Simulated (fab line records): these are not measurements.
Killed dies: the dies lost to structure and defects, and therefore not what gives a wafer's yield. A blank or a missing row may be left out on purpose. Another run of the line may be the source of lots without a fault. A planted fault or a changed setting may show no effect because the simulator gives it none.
Matching of chambers -- flow n5_finfet -- N5_BEOL_M14_ETCH_59 on rie_diel-05: 4 sister chambers
The step etches BARC in N2/H2, target depth 89 nm, overetch 26.7 nm, time 67.9 s. 8 wafers are shown with their chamber, then 7 later ones without.

## WAFERS PAIRED WITH THEIR CHAMBERS
wafer,chamber,showerhead_plenum_p_Torr (Torr),drypump_motor_current_A (A)
L704.1,3,2.70,5.2
L708.3,0,2.47,5.8
L708.5,2,2.62,6.5
L711.1,2,2.62,6.5
L711.3,3,2.69,5.2
L711.4,0,2.47,5.8
L714.2,1,2.46,5.6
L714.4,1,2.46,5.7

## WAFERS WITH NO CHAMBER GIVEN
wafer,showerhead_plenum_p_Torr (Torr),drypump_motor_current_A (A)
L714.5,2.61,6.5
L720.1,2.68,5.2
L720.3,2.46,5.8
L720.6,2.46,5.8
L719.3,2.61,6.5
L719.5,2.61,6.5
L719.6,2.68,5.2

## EACH ONE'S CHAMBER
wafer,from the rows above,in truth
L714.5,2,2
L720.1,3,3
L720.3,can't be placed: 0 or 1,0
L720.6,can't be placed: 0 or 1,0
L719.3,2,2
L719.5,2,2
L719.6,3,3
Correctly placed: 5 of 7. Cannot be placed on the basis of these rows: 2; the candidates contain the true chamber in 2. Wrongly placed: 0.
How it was worked out, from the rows above alone: a wafer's distance from a chamber is the root of the sum, over the readings, of the square of ((its reading less the chamber's mean) divided by the reading's scatter). The wafer belongs to the nearest chamber; if the next one is less than 2 further off, it can't be placed. A chamber's mean is the mean of its shown wafers. The scatter: take each reading less its chamber's mean, square it, sum over the shown wafers, divide by the number of wafers less the number of chambers, and take the root.
